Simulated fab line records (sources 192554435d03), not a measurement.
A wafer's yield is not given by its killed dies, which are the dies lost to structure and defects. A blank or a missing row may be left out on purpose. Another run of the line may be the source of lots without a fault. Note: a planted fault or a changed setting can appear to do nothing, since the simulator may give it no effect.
Chamber matching :: flow n5-finfet :: 4 sister chambers for N5_BEOL_M4_ETCH_63 on rie-diel-03
The step etches SiARC in CF4, target depth 15.6 nm, time 26 s. 4 wafers are shown with their chamber, then 11 later ones without.

## WAFERS WITH THEIR CHAMBER
wafer: L088.1
chamber: 2
showerhead-plenum-p-Torr (Torr): 2.05

wafer: L091.3
chamber: 0
showerhead-plenum-p-Torr (Torr): 2.16

wafer: L091.6
chamber: 3
showerhead-plenum-p-Torr (Torr): 2.26

wafer: L093.1
chamber: 1
showerhead-plenum-p-Torr (Torr): 2.10

## WAFERS WHOSE CHAMBER IS MISSING
wafer: L093.3
showerhead-plenum-p-Torr (Torr): 2.04

wafer: L093.5
showerhead-plenum-p-Torr (Torr): 2.10

wafer: L094.1
showerhead-plenum-p-Torr (Torr): 2.04

wafer: L094.2
showerhead-plenum-p-Torr (Torr): 2.26

wafer: L094.3
showerhead-plenum-p-Torr (Torr): 2.10

wafer: L094.4
showerhead-plenum-p-Torr (Torr): 2.15

wafer: L094.5
showerhead-plenum-p-Torr (Torr): 2.26

wafer: L094.6
showerhead-plenum-p-Torr (Torr): 2.04

wafer: L095.1
showerhead-plenum-p-Torr (Torr): 2.26

wafer: L095.5
showerhead-plenum-p-Torr (Torr): 2.10

wafer: L095.6
showerhead-plenum-p-Torr (Torr): 2.04

## EACH ONE'S CHAMBER
wafer: L093.3
from the rows above: 2
in truth: 2

wafer: L093.5
from the rows above: 1
in truth: 1

wafer: L094.1
from the rows above: 2
in truth: 2

wafer: L094.2
from the rows above: 3
in truth: 3

wafer: L094.3
from the rows above: 1
in truth: 1

wafer: L094.4
from the rows above: 0
in truth: 0

wafer: L094.5
from the rows above: 3
in truth: 3

wafer: L094.6
from the rows above: 2
in truth: 2

wafer: L095.1
from the rows above: 3
in truth: 3

wafer: L095.5
from the rows above: 1
in truth: 1

wafer: L095.6
from the rows above: 2
in truth: 2
Correct placement for 11 of the 11. Not placeable from these rows: 0. Wrongly placed: 0.
How it was worked out, from the rows above alone: a wafer's distance from a chamber is the root of the sum, over the readings, of the square of ((its reading less the chamber's mean) divided by the reading's scatter). If the next closest chamber is less than 2 further off than the closest, the wafer can't be placed; otherwise it belongs to the closest. Each chamber's mean is taken over the wafers shown for it. The scatter (one wafer shown for each chamber): square how far every hidden wafer sits from the nearest shown wafer, average those squares and take the square root.
